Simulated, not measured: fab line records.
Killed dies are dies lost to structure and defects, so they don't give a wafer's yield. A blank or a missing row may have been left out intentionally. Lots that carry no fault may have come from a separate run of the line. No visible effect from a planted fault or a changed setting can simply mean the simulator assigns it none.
Which tool did it? ; flow n5-finfet ; Sampling: 15 lots, 43 wafers, 8 of 1938 route steps

## WHAT THE GAUGES READ, wafer by wafer
N5_BEOL_M0_SAQP_OVL_MEAS_15.
lot;measured;on;M0_CORE_OVL (nm)
L600;day 6 09:01;overlay-01;-0.8 0.4 0.9
L602;day 6 12:16;overlay-01;-0.7 -0.7 -0.7
L601;day 6 15:41;overlay-02;0.2 0.5
L603;day 6 20:34;overlay-02;0.3 0.3 0.2
L605;day 7 04:39;overlay-02;0.8 0.3 -0.4
L610;day 8 18:06;overlay-02;-0.9 -1.0 -0.3
L611;day 8 19:17;overlay-01;-0.4 -0.6 -0.5
L612;day 9 01:58;overlay-01;-0.1 0.3 -0.9
L613;day 9 02:52;overlay-02;-0.8 -1.3 -2.1
L614;day 9 12:28;overlay-01;0.2 -0.3 -0.2
L615;day 9 16:11;overlay-01;0.6 0.2 -0.2
L616;day 10 01:02;overlay-02;0.3 -0.7
L617;day 10 02:08;overlay-01;-1.6 -0.2 1.1
L619;day 10 19:47;overlay-02;0.0 -0.1 1.1
L621;day 11 06:26;overlay-01;0.0 1.3 -0.4

N5_BEOL_M0_SAQP_CD_MEAS_25: the cd target is 13.1 nm.
lot;measured;on;cd-nm (nm)
L600;day 6 11:16;cd-sem-03;12.70 12.73 12.82
L602;day 6 14:14;cd-sem-01;12.92 12.52 12.97
L601;day 6 19:50;cd-sem-01;12.59 13.05
L603;day 6 23:02;cd-sem-03;12.62 12.56 12.69
L605;day 7 06:25;cd-sem-02;12.32 12.75 12.90
L610;day 8 20:14;cd-sem-02;- - -
L611;day 8 22:11;cd-sem-02;- - -
L612;day 9 06:08;cd-sem-02;- - -
L613;day 9 07:10;cd-sem-02;12.98 12.85 12.72
L614;day 9 14:43;cd-sem-02;12.34 13.21 12.75
L615;day 9 18:32;cd-sem-01;13.16 12.60 12.62
L616;day 10 03:07;cd-sem-01;12.87 12.59
L617;day 10 03:46;cd-sem-03;12.72 13.23 12.72
L619;day 10 21:45;cd-sem-03;12.83 12.64 12.86
L621;day 11 08:19;cd-sem-03;13.07 12.91 12.68

N5_BEOL_M4_RC_MEAS_101.
lot;measured;on;DIBL_N (mV/V);DIBL_P (mV/V);IOFF_N (nA/um);IOFF_P (nA/um);ION_N (uA/um);ION_P (uA/um);SS_N (mV/dec);SS_P (mV/dec);VT_N (mV);VT_P (mV)
L600;day 9 11:11;prober-01;36.7 39.3 37.2;39 41 39;0.18 0.23 0.17;0.24 0.29 0.25;673 680 668;467 466 456;71.5 72.2 72.2;73.7 74.8 74.6;248 244 247;-250 -248 -250
L602;day 9 11:36;prober-02;34.7 39.1 39.5;33 39 41;0.10 0.18 0.21;0.17 0.26 0.29;654 679 683;462 463 467;71.3 71.7 72.2;72.4 73.6 74.7;255 247 244;-251 -244 -244
L601;day 9 19:04;prober-01;35.1 40.2;35 42;0.12 0.23;0.19 0.34;652 677;454 461;72.0 73.0;72.7 75.4;254 245;-250 -245
L603;day 9 20:43;prober-01;38.4 37.4 39.7;38 38 40;0.17 0.16 0.20;0.24 0.23 0.29;684 667 682;465 460 475;71.6 72.3 72.5;74.1 73.9 74.6;251 254 248;-251 -250 -246
L605;day 9 15:33;prober-02;37.6 36.2 38.3;37 36 38;0.18 0.15 0.20;0.23 0.22 0.26;676 660 675;461 458 473;71.5 71.5 71.7;73.5 73.6 73.7;248 253 246;-251 -250 -249
L613;day 12 09:56;prober-01;41.7 39.2 40.4;45 43 43;0.29 0.22 0.24;0.38 0.36 0.36;674 685 674;471 482 470;73.4 72.5 72.9;75.3 75.1 75.4;241 246 248;-239 -238 -241
L614;day 12 12:50;prober-01;38.4 36.6 36.0;40 37 36;0.20 0.15 0.15;0.29 0.25 0.22;673 659 669;465 464 462;72.1 70.8 71.0;74.4 73.8 73.1;247 248 250;-248 -248 -252
L615;day 12 07:59;prober-02;36.0 38.4 37.2;34 38 37;0.14 0.18 0.15;0.21 0.24 0.22;646 669 658;446 458 456;71.9 72.1 72.5;72.9 73.4 73.3;254 249 254;-249 -248 -251
L616;day 13 02:37;prober-02;37.6 34.0;39 35;0.16 0.11;0.26 0.18;663 640;467 450;72.2 70.7;73.7 73.1;252 259;-246 -252
L617;day 12 23:52;prober-01;35.6 36.4 34.8;36 38 36;0.15 0.16 0.13;0.21 0.24 0.21;666 681 660;459 469 453;71.2 71.0 71.4;72.4 72.7 72.3;251 251 254;-251 -248 -252
L619;day 13 20:24;prober-02;33.1 39.4 39.1;34 41 41;0.11 0.19 0.20;0.16 0.26 0.26;650 654 675;452 452 460;71.2 72.3 73.1;73.1 74.4 73.7;255 251 248;-253 -251 -250
L621;day 14 02:14;prober-02;32.1 32.5 34.2;33 32 36;0.11 0.11 0.14;0.15 0.15 0.19;655 664 672;449 453 465;70.3 70.4 70.5;71.7 72.1 72.6;254 255 252;-254 -256 -251

## EACH LOT AND THE TOOL THAT RAN IT (in order: tool; ch and the chambers of the sampled wafers; start)
lot;N5_BEOL_M0_SAQP_STRIP_86;N5_BEOL_M0_SAQP_SPACER1_ETCHBACK_99;N5_BEOL_M0_SAQP_MANDREL1_REMOVE_100;N5_BEOL_M0_SAQP_ETCH_101;N5_BEOL_M0_SAQP_RECESS_104
L600;rie-diel-01 ch 0,2,3, day 6 09:27;rie-diel-01 ch 1,2, day 6 11:04;rie-si-05 ch 0,1, day 6 11:09;rie-diel-03 ch 0,2,3, day 6 11:18;vapor-etch-01 ch 0,1, day 6 11:49
L602;rie-diel-01 ch 0,2,3, day 6 12:52;rie-diel-05 ch 1,3, day 6 14:02;rie-si-04 ch 1,2, day 6 14:07;rie-diel-05 ch 0,2,3, day 6 14:16;vapor-etch-02 ch 0, day 6 14:29
L601;rie-diel-01 ch 0,1, day 6 16:40;rie-diel-01 ch 1,3, day 6 19:38;rie-si-04 ch 2,3, day 6 19:43;rie-diel-01 ch 1,2, day 6 20:04;vapor-etch-02 ch 1, day 6 20:17
L603;rie-diel-01 ch 1,2, day 6 21:37;rie-diel-03 ch 0,1,3, day 6 22:50;rie-si-06 ch 0,3, day 6 22:56;rie-diel-01 ch 1,2, day 6 23:07;vapor-etch-01 ch 0,1, day 6 23:20
L605;rie-diel-03 ch 0,1,3, day 7 05:05;rie-diel-05 ch 0,2,3, day 7 06:13;rie-si-04 ch 0,1,2, day 7 06:18;rie-diel-05 ch 0,1,3, day 7 06:40;vapor-etch-02 ch 0,1, day 7 06:53
L610;rie-diel-01 ch 2,3, day 8 18:51;rie-diel-03 ch 1,3, day 8 20:02;rie-si-05 ch 0,2,3, day 8 20:07;rie-diel-03 ch 0,1, day 8 20:34;vapor-etch-01 ch 0,1, day 8 20:47
L611;rie-diel-01 ch 0,1,3, day 8 20:32;rie-diel-03 ch 0,1,2, day 8 22:00;rie-si-05 ch 0,2,3, day 8 22:05;rie-diel-03 ch 0,1,3, day 8 22:16;vapor-etch-01 ch 0,1, day 8 22:29
L612;rie-diel-03 ch 0,1, day 9 04:54;rie-diel-03 ch 0,1,3, day 9 05:56;rie-si-04 ch 0,1,3, day 9 06:01;rie-diel-01 ch 0,1, day 9 06:16;vapor-etch-02 ch 0,1, day 9 06:29
L613;rie-diel-03 ch 1,2,3, day 9 05:53;rie-diel-03 ch 0,1,2, day 9 06:58;rie-si-05 ch 0,3, day 9 07:03;rie-diel-05 ch 0,1, day 9 07:22;vapor-etch-01 ch 1, day 9 07:35
L614;rie-diel-03 ch 0,2, day 9 12:58;rie-diel-03 ch 0,1,2, day 9 14:31;rie-si-06 ch 2,3, day 9 14:36;rie-diel-03 ch 0,2,3, day 9 15:01;vapor-etch-01 ch 0,1, day 9 15:21
L615;rie-diel-05 ch 2,3, day 9 16:38;rie-diel-01 ch 0,1,3, day 9 18:19;rie-si-05 ch 0,2,3, day 9 18:25;rie-diel-05 ch 0,3, day 9 18:34;vapor-etch-02 ch 0,1, day 9 18:47
L616;rie-diel-01 ch 2,3, day 10 01:37;rie-diel-01 ch 0,3, day 10 02:56;rie-si-04 ch 0,1, day 10 03:01;rie-diel-03 ch 0,1, day 10 03:10;vapor-etch-02 ch 0,1, day 10 03:23
L617;rie-diel-03 ch 2,3, day 10 02:34;rie-diel-03 ch 2,3, day 10 03:34;rie-si-06 ch 0,1,2, day 10 03:38;rie-diel-03 ch 0,1,3, day 10 03:47;vapor-etch-02 ch 0,1, day 10 04:11
L619;rie-diel-01 ch 0,2,3, day 10 20:13;rie-diel-03 ch 1,2,3, day 10 21:33;rie-si-05 ch 0,2, day 10 21:38;rie-diel-05 ch 0,2, day 10 22:03;vapor-etch-02 ch 0,1, day 10 22:16
L621;rie-diel-03 ch 0,1,3, day 11 06:52;rie-diel-05 ch 2,3, day 11 08:07;rie-si-06 ch 0,1,3, day 11 08:13;rie-diel-05 ch 0,2,3, day 11 08:22;vapor-etch-01 ch 0,1, day 11 08:35
- N5_BEOL_M0_SAQP_STRIP_86: strips in N2/H2.
- N5_BEOL_M0_SAQP_SPACER1_ETCHBACK_99: etches SiO2 in CHF3/O2, target depth 15.4 nm, time 7.7 s.
- N5_BEOL_M0_SAQP_MANDREL1_REMOVE_100: chemistry HBr/Cl2/O2, target a-Si, stops on SiNx, bt time 10 s.
- N5_BEOL_M0_SAQP_ETCH_101: etches SiNx in CH3F/O2, target depth 29.9 nm, time 42.7 s.
- N5_BEOL_M0_SAQP_RECESS_104: chemistry HF/NH3, target SiO2, target depth 18 nm, afs cycles 3, sublimation time 60 s.

## WHAT THE TOOLS THEMSELVES READ (means of the sampled wafers that have a number; where no wafer has one, the mark that the record gives instead)
N5_BEOL_M0_SAQP_STRIP_86.
lot;tool;drypump-motor-current-A (A);oes-product-au (a.u.);rf-vpp-V (V);showerhead-plenum-p-Torr (Torr);throttle-valve-pct (%)
L600;rie-diel-01;5.6;0.95;121.4;3.31;18.6
L602;rie-diel-01;5.6;0.94;122.6;3.31;18.7
L601;rie-diel-01;5.5;0.94;122.1;3.29;18.4
L603;rie-diel-01;5.3;0.95;122.4;3.26;18.1
L605;rie-diel-03;6.4;0.83;123.0;3.44;19.0
L610;rie-diel-01;5.5;0.91;121.5;3.29;18.4
L611;rie-diel-01;5.7;0.88;122.2;3.32;18.6
L612;rie-diel-03;6.3;0.81;121.5;3.38;19.4
L613;rie-diel-03;6.3;0.81;122.7;3.42;18.6
L614;rie-diel-03;6.0;0.81;122.9;3.40;19.3
L615;rie-diel-05;5.3;0.81;121.6;3.32;19.0
L616;rie-diel-01;5.7;0.89;124.1;3.32;18.6
L617;rie-diel-03;6.3;0.85;122.8;3.49;18.6
L619;rie-diel-01;5.6;0.87;122.8;3.30;18.7
L621;rie-diel-03;6.4;0.80;122.6;3.42;19.1

N5_BEOL_M0_SAQP_SPACER1_ETCHBACK_99.
lot;tool;CHF3_flow_sccm (sccm);O2_flow_sccm (sccm);drypump-motor-current-A (A);oes-product-au (a.u.);rf-vpp-V (V);showerhead-plenum-p-Torr (Torr);throttle-valve-pct (%)
L600;rie-diel-01;50.02;5.009;5.4;0.93;536;2.38;18.57
L602;rie-diel-05;50.09;4.991;5.9;0.68;535;2.48;18.94
L601;rie-diel-01;49.97;4.988;5.7;0.88;516;2.44;18.73
L603;rie-diel-03;50.05;4.988;6.4;0.86;533;2.47;18.81
L605;rie-diel-05;49.98;5.005;5.3;0.76;525;2.38;18.92
L610;rie-diel-03;-;-;-;-;-;-;-
L611;rie-diel-03;-;-;-;-;-;-;-
L612;rie-diel-03;-;-;-;-;-;-;-
L613;rie-diel-03;49.90;5.002;6.1;0.79;533;2.41;18.84
L614;rie-diel-03;50.04;4.988;6.1;0.79;532;2.41;18.84
L615;rie-diel-01;50.07;5.006;5.6;0.86;521;2.41;18.78
L616;rie-diel-01;50.08;5.002;5.8;0.87;515;2.42;18.86
L617;rie-diel-03;50.00;4.993;6.3;0.84;514;2.52;18.84
L619;rie-diel-03;50.05;5.009;6.3;0.79;523;2.46;18.86
L621;rie-diel-05;50.00;5.014;5.5;0.74;546;2.44;19.14

N5_BEOL_M0_SAQP_MANDREL1_REMOVE_100.
lot;tool;O2_flow_sccm (sccm);drypump-motor-current-A (A);oes-product-au (a.u.);throttle-valve-pct (%)
L600;rie-si-05;5.000;5.5;0.998;36.7
L602;rie-si-04;4.997;5.9;0.999;36.3
L601;rie-si-04;5.005;5.8;0.994;36.3
L603;rie-si-06;4.986;6.0;1.004;36.5
L605;rie-si-04;4.993;5.8;0.986;36.5
L610;rie-si-05;4.995;5.8;0.366;36.9
L611;rie-si-05;5.002;5.8;0.370;36.9
L612;rie-si-04;4.995;5.7;0.377;36.6
L613;rie-si-05;4.979;5.6;0.972;37.2
L614;rie-si-06;4.973;6.2;0.969;36.2
L615;rie-si-05;4.976;5.9;0.986;36.9
L616;rie-si-04;5.011;5.7;0.990;36.6
L617;rie-si-06;5.016;5.8;1.013;36.3
L619;rie-si-05;4.999;6.0;0.998;36.7
L621;rie-si-06;4.998;5.9;1.007;36.5

N5_BEOL_M0_SAQP_ETCH_101.
lot;tool;O2_flow_sccm (sccm);drypump-motor-current-A (A);oes-product-au (a.u.);rf-vpp-V (V);showerhead-plenum-p-Torr (Torr);throttle-valve-pct (%)
L600;rie-diel-03;19.96;6.1;0.86;298;2.06;16.21
L602;rie-diel-05;20.11;5.3;0.76;297;1.98;16.40
L601;rie-diel-01;20.02;5.3;0.94;304;1.97;16.00
L603;rie-diel-01;19.99;5.3;0.94;304;1.97;16.01
L605;rie-diel-05;20.00;5.6;0.69;296;2.02;16.45
L610;rie-diel-03;19.99;6.2;0.30;308;2.00;16.22
L611;rie-diel-03;19.96;6.4;0.31;302;2.04;16.21
L612;rie-diel-01;20.00;5.4;0.32;302;1.97;16.01
L613;rie-diel-05;20.03;5.4;0.68;284;1.95;16.30
L614;rie-diel-03;20.04;6.1;0.82;298;2.06;16.26
L615;rie-diel-05;20.04;5.6;0.71;302;2.02;16.60
L616;rie-diel-03;19.92;6.3;0.79;308;1.99;16.31
L617;rie-diel-03;19.93;6.4;0.82;302;2.04;16.28
L619;rie-diel-05;19.95;5.0;0.79;294;1.91;16.26
L621;rie-diel-05;19.98;5.3;0.74;298;1.97;16.46

N5_BEOL_M0_SAQP_RECESS_104.
lot;tool;drypump-motor-current-A (A)
L600;vapor-etch-01;6.08
L602;vapor-etch-02;6.14
L601;vapor-etch-02;6.42
L603;vapor-etch-01;6.00
L605;vapor-etch-02;6.23
L610;vapor-etch-01;6.00
L611;vapor-etch-01;6.01
L612;vapor-etch-02;6.22
L613;vapor-etch-01;6.17
L614;vapor-etch-01;6.00
L615;vapor-etch-02;6.22
L616;vapor-etch-02;6.27
L617;vapor-etch-02;6.33
L619;vapor-etch-02;6.23
L621;vapor-etch-01;6.10

## THE ANSWER, worked out from the rows above alone
Rule: the usual values come from the lots themselves. The widest of any qualifying gaps counts: lots, ordered by their means at a reading, are off when they make up no more than a third of the lots, leave a main group of 4 or more, and stand apart from it by 3 or more times the standard deviation of that group's means. Not used: any main group whose means are identical at the precision the tables above print for the reading. A lot without any number at a reading at which 4 lots or more have one is off too. Where the step has rows for the other lots, those lots are counted as sound. After the gauges, taken in route order, come the tools' own readings; for these a lot's mean is taken, as printed above. At the first step where some lot is off, the reading lying furthest off is the one used; lots without a number count as furthest.
Off at N5_BEOL_M0_SAQP_CD_MEAS_25 (cd-nm): L610, L611, L612. Without a number there: L610, L611, L612. Mean 12.78 nm and standard deviation 0.079 in the main group.
A tool fits if, at a process step before that reading, it ran every lot that is off, and no sound lot after the first of them. Not tried: the gauges at N5_BEOL_M0_SAQP_CD_MEAS_25; whatever is off there is also off at N5_BEOL_M0_SAQP_SPACER1_ETCHBACK_99, on other tools, and gauge error can't account for it. Not one of the candidates tried fits.

## WHAT WAS PUT IN BY THE SIMULATOR
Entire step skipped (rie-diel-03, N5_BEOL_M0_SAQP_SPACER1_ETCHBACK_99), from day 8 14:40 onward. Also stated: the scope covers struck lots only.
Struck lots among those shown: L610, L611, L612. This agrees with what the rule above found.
